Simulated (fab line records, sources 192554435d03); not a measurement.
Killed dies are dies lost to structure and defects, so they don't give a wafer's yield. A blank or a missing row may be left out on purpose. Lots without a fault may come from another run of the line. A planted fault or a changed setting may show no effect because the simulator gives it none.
Split-lot experiment | flow n5_finfet | 7 lots, 21 wafers read, on a route of 1938 steps

THE SPLIT
At N5_BEOL_M1_EXPOSE_08 (exposes mask M1), the setting dose_mj was moved away from the recipe's 33 on 8 of the 21 wafers read, by -4.8% to +4.2%. The other wafers ran this setting at the recipe's value.

FROM THE SPLIT TO THE READING: what the file shows between them, 8 steps
- N5_BEOL_M1_PEB_09: peb time 60 s
- N5_BEOL_M1_DEVELOP_10: develop time 30 s
- N5_BEOL_M1_DESCUM_16: chemistry O2, time 7 s
- N5_BEOL_M1_ETCH_74: etches underlayer in N2/H2, target depth 6.5 nm, time 5.2 s
- N5_BEOL_M1_ETCH_63: etches SiARC in CF4, target depth 15.6 nm, time 26 s
- N5_BEOL_M1_ETCH_64: etches SOC in N2/H2, target depth 75 nm, overetch 15 nm, time 112.5 s
- N5_BEOL_M1_PRECLEAN_42: cleans in residue remover, time 60 s
- N5_BEOL_M1_SRD_43: time 30 s

THE READING
cd_nm, in nm, at N5_BEOL_M1_CD_MEAS_35 (target cd 18 nm, target cd y 21 nm). Fault-free wafers of this fab line usually give 18.11 nm, standard deviation 0.3 nm.

wafer  | tool, chamber at the split | dose_mj as run | against the recipe | cd_nm, nm | against lot-mates on the recipe
L074.1 | euv_scanner-02, 0          | 33.83          | +2.5%              | 18.69     | +0.53
L074.2 | euv_scanner-02, 0          | 33             | recipe             | 18.40     | -
L074.4 | euv_scanner-02, 0          | 33             | recipe             | 17.92     | -
L076.4 | euv_scanner-01, 0          | 34.37          | +4.2%              | 18.91     | +0.53
L076.5 | euv_scanner-01, 0          | 33             | recipe             | 18.38     | -
L076.6 | euv_scanner-01, 0          | 34.37          | +4.2%              | 19.07     | +0.69
L078.2 | euv_scanner-01, 0          | 31.41          | -4.8%              | 16.61     | -1.74
L078.4 | euv_scanner-01, 0          | 31.41          | -4.8%              | 16.46     | -1.89
L078.6 | euv_scanner-01, 0          | 33             | recipe             | 18.35     | -
L084.2 | euv_scanner-01, 0          | 33             | recipe             | 17.94     | -
L084.5 | euv_scanner-01, 0          | 33             | recipe             | 17.88     | -
L084.6 | euv_scanner-01, 0          | 33             | recipe             | 18.33     | -
L087.1 | euv_scanner-02, 0          | 33             | recipe             | 18.96     | -
L087.5 | euv_scanner-02, 0          | 33             | recipe             | 18.00     | -
L087.6 | euv_scanner-02, 0          | 33             | recipe             | 18.39     | -
L090.1 | euv_scanner-01, 0          | 33             | recipe             | 18.59     | -
L090.3 | euv_scanner-01, 0          | 31.69          | -4.0%              | 17.44     | -1.15
L090.6 | euv_scanner-01, 0          | 31.69          | -4.0%              | 17.18     | -1.41
L095.2 | euv_scanner-01, 0          | 32.24          | -2.3%              | 17.58     | -0.50
L095.4 | euv_scanner-01, 0          | 33             | recipe             | 17.91     | -
L095.6 | euv_scanner-01, 0          | 33             | recipe             | 18.24     | -

THE FIT
A straight line over all 21 wafers: cd_nm changes by +0.258 nm for each +1% of dose_mj; r = +0.90; the points scatter about the line by 0.31 nm.
The same after taking each lot's own level away (the mean of its wafers on the recipe; 21 wafers): +0.275 nm for each +1%; r = +0.92; scatter 0.3 nm.
On that fit, the largest move of dose_mj shifts the reading by 1.3 nm.
The lots' own levels span 18.050 to 18.590 nm, that is 1.8 times the standard deviation above.
So the lot-to-lot level changes the slope little: the two slopes agree.
Check: with one of the wafers moved furthest among these (-4.8%) left out of the fit, the line predicts -1.36 nm for it against its lot-mates. It came out at -1.74 nm against them.

OTHER SPLITS ON THESE WAFERS
These wafers also went through other splits before the reading. Each is held against what the fit with the lots' levels taken away leaves over:
other split on the same wafers            | wafers away from the commonest value | r with cd_nm (lot level and that fit taken away)
N5_MOL_CONTACT_COAG_PECVD_31 temp_c       | 8                                    | +0.18
N5_MOL_CONTACT_COAG_CVD_140 target_thk_a  | 7                                    | +0.47
N5_BEOL_M0_SAQP_SPACER1_ALD_98 ald_cycles | 6                                    | -0.35
N5_BEOL_M0_ETCH_128 source_w              | 3                                    | +0.49
N5_BEOL_M1_COAT_05 spin_rpm               | 5                                    | -0.10

THE WHOLE CHAIN: every reading that the file lists as answering this split, in the file's order
step                  | what it does                                                | reading                                                               | change (the file's fit)               | r (the file's)
N5_BEOL_M1_ETCH_74    | etches underlayer in N2/H2, target depth 6.5 nm, time 5.2 s | BEOL_M1.cd_offset_nm (the simulator's own value, which no gauge read) | +0.204 nm for each +1% of the setting | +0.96
N5_BEOL_M1_CD_MEAS_35 | target cd 18 nm, target cd y 21 nm                          | cd_nm                                                                 | +0.277 nm for each +1% of the setting | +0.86

THE FILE'S OWN FIT
cd_nm changes by +0.277 nm for each +1% of dose_mj, r = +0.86.
